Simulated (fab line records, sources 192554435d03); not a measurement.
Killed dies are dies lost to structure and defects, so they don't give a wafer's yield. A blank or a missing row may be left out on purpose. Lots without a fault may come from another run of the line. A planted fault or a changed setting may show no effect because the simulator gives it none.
Chamber matching | flow n5_finfet | N5_GATE_CUT_STRIP_42 on rie_diel-06: 4 sister chambers
The step strips in O2. 20 wafers are shown with their chamber, then 10 later ones without.

WAFERS WITH THEIR CHAMBER
wafer  | chamber | showerhead_plenum_p_Torr (Torr) | drypump_motor_current_A (A) | throttle_valve_pct (%)
L077.1 | 3       | 1.99                            | 5.9                         | 16.52
L077.4 | 0       | 2.20                            | 6.5                         | 16.63
L077.6 | 0       | 2.20                            | 6.5                         | 16.62
L079.1 | 3       | 1.99                            | 5.8                         | 16.54
L079.3 | 2       | 2.12                            | 5.5                         | 16.55
L079.4 | 0       | 2.20                            | 6.5                         | 16.63
L080.3 | 3       | 1.99                            | 5.8                         | 16.54
L080.4 | 1       | 2.06                            | 6.3                         | 17.07
L080.5 | 1       | 2.06                            | 6.3                         | 17.08
L081.1 | 0       | 2.20                            | 6.5                         | 16.63
L081.2 | 3       | 1.99                            | 5.8                         | 16.54
L081.4 | 2       | 2.12                            | 5.5                         | 16.56
L083.2 | 3       | 1.98                            | 5.8                         | 16.55
L083.3 | 2       | 2.12                            | 5.5                         | 16.57
L083.4 | 0       | 2.20                            | 6.5                         | 16.65
L084.4 | 2       | 2.12                            | 5.5                         | 16.58
L084.5 | 3       | 1.98                            | 5.8                         | 16.55
L084.6 | 0       | 2.20                            | 6.5                         | 16.64
L087.2 | 3       | 1.98                            | 5.8                         | 16.56
L087.4 | 1       | 2.06                            | 6.3                         | 16.63

SIGNATURES (means of the wafers above)
reading                  | chamber 0 | chamber 1 | chamber 2 | chamber 3 | scatter within a chamber
showerhead_plenum_p_Torr | 2.2000    | 2.0600    | 2.1200    | 1.9857    | 0.00327
drypump_motor_current_A  | 6.500     | 6.300     | 5.500     | 5.814     | 0.0231
throttle_valve_pct       | 16.6333   | 16.9267   | 16.5650   | 16.5429   | 0.0915
Rule: a wafer's distance from a chamber is the root of the sum, over the readings, of the square of ((its reading less the chamber's mean) divided by the reading's scatter). The wafer belongs to the nearest chamber; if the next one is less than 2 further off, it can't be placed. The scatter: the root of (the sum of the squares of (reading less its chamber's mean) over the shown wafers, divided by (wafers less chambers)).

WAFERS WITHOUT THEIR CHAMBER
wafer  | showerhead_plenum_p_Torr (Torr) | drypump_motor_current_A (A) | throttle_valve_pct (%)
L087.6 | 2.06                            | 6.3                         | 16.61
L088.2 | 2.12                            | 5.5                         | 16.57
L088.5 | 2.19                            | 6.5                         | 16.65
L088.6 | 2.06                            | 6.3                         | 16.63
L092.1 | 1.98                            | 5.8                         | 16.57
L092.2 | 2.12                            | 5.5                         | 16.59
L092.5 | 2.12                            | 5.5                         | 16.60
L097.3 | 2.11                            | 5.5                         | 16.61
L097.4 | 2.05                            | 6.3                         | 16.66
L097.5 | 1.97                            | 5.8                         | 16.58

WHICH CHAMBER EACH WENT THROUGH
wafer  | from the rows above | in truth
L087.6 | 1                   | 1
L088.2 | 2                   | 2
L088.5 | 0                   | 0
L088.6 | 1                   | 1
L092.1 | 3                   | 3
L092.2 | 2                   | 2
L092.5 | 2                   | 2
L097.3 | 2                   | 2
L097.4 | 1                   | 1
L097.5 | 3                   | 3
Placed correctly: 10 of 10. Can't be placed from these rows: 0. Placed wrongly: 0.
